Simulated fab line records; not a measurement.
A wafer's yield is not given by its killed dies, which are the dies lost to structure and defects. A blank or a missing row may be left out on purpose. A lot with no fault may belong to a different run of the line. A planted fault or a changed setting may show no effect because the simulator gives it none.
Comparing a struck lot with a sound one -- flow nand harc -- 14 out of 1302 route steps
Sound: the wafers L147.2, L147.4, L147.6. Struck: wafer L160.1. (L160.5, L160.6 of the same lot were not struck and are left out.) The cause comes at the end.
Order at every step that has rows: each side's tool, ch and its chambers, its first start. Under that, the readings that differ: sound wafers -- struck wafers -- difference of the means -- sigmas: that difference in standard deviations of wafers without a fault.
alike: a reading whose means differ by less than 2 such deviations, as well as words and numbers matching on both sides. not compared: withheld readings; readings where some wafer has no value; bounds like >300 that might hide an equal value; numbers whose values overlap and for which the record gives no deviation.
A row with sigmas, a row that says differs or no value, or rows on one side alone: a step with any of these is where the two part. Numbers that have no deviation but don't overlap get no sigmas and don't part them. Lack of a reading on every wafer of one side parts them only where that side has two or more wafers.

NHARC_A_CHANNEL_HOLE_D1_CD_MEAS_30:
  sound: cd sem-01 at day 10 05:58; struck: cd sem-02 at day 15 16:16
  alike: cd nm
NHARC_A_CHANNEL_HOLE_D1_XSEM_31:
  sound on xsem-01 ch 0, day 10 06:04; struck on xsem-01 ch 0, day 15 16:21
  alike: bot cd nm, bow nm, tilt deg
NHARC_A_CHANNEL_HOLE_D1_INSPECT_40:
  sound: defect inspect-01 at day 10 06:10; struck: defect inspect-01 at day 15 16:27
  alike: raw defect count
then, 2 steps without rows for these wafers: NHARC_A_CHANNEL_FILL_D1_PRECLEAN_00 (cleans in SC1); NHARC_A_CHANNEL_FILL_D1_SRD_01.
NHARC_A_CHANNEL_FILL_D1_ALD_02: deposits SiO2, target thk 6 nm, pulse time 10 s, ald cycles 60.
  sound on ald hk-04 ch 1,2,3, day 10 06:25; struck on ald hk-04 ch 1, day 15 22:44
  alike: heater power w, precursor pulse height rel
then, 1 step without rows for these wafers: NHARC_A_CHANNEL_FILL_D1_ALD_03 (deposits SiNx, target thk 6 nm, pulse time 60 s, ald cycles 58).
NHARC_A_CHANNEL_FILL_D1_ALD_14: deposits SiO2, target thk 2.5 nm, pulse time 10 s, ald cycles 25.
  sound on ald hk-02 ch 0,2,3, day 10 13:31; struck on ald hk-02 ch 0, day 16 05:50
  alike: heater power w, precursor pulse height rel
then, 1 step without rows for these wafers: NHARC_A_CHANNEL_FILL_D1_ALD_15 (deposits SiNx, target thk 2 nm, pulse time 60 s, ald cycles 19).
NHARC_A_CHANNEL_FILL_D1_ALD_16: deposits SiO2, target thk 1.5 nm, pulse time 10 s, ald cycles 15.
  sound on ald hk-02 ch 2,3, day 10 18:38; struck on ald hk-04 ch 2, day 16 10:56
reading,sound,struck,difference,sigmas
heater power w (W),445 472 478,578,+113,+2
  alike: precursor pulse height rel
then, 2 steps without rows for these wafers: NHARC_A_CHANNEL_FILL_D1_ANNEAL_17 (time 1800 s); NHARC_A_CHANNEL_FILL_D1_CVD_18 (deposits poly-Si, target thk 3 nm).
NHARC_A_CHANNEL_FILL_D1_ETCHBACK_19: etches the open film in HBr/Cl2, target depth 5 nm, time 1.7 s.
  sound on rie si-03 ch 0,1,2, day 11 06:31; struck on rie si-03 ch 3, day 16 22:40
reading,sound,struck,difference,sigmas
oes product au (a.u.),0.991 0.998 1.010,0.754,-0.246,-33
  alike: drypump motor current A, throttle valve pct
  not compared: rf hours counter h
NHARC_A_CHANNEL_FILL_D1_ETCHBACK_20: etches the open film in C4F8/O2/Ar, target depth 27 nm, time 13.5 s.
  sound on rie diel-07 ch 0,2,3, day 11 06:37; struck on rie diel-09 ch 2, day 16 22:47
  alike: oes product au, rf vpp V
  not compared: rf hours counter h

## WHERE THEY PART
Last at NHARC_A_CHANNEL_FILL_D1_ETCHBACK_19 as far as this record goes, first at NHARC_A_CHANNEL_FILL_D1_ALD_16. Later steps at which nothing parts them and some readings are alike: NHARC_A_CHANNEL_FILL_D1_ETCHBACK_20.

WHY: what the simulator had put in
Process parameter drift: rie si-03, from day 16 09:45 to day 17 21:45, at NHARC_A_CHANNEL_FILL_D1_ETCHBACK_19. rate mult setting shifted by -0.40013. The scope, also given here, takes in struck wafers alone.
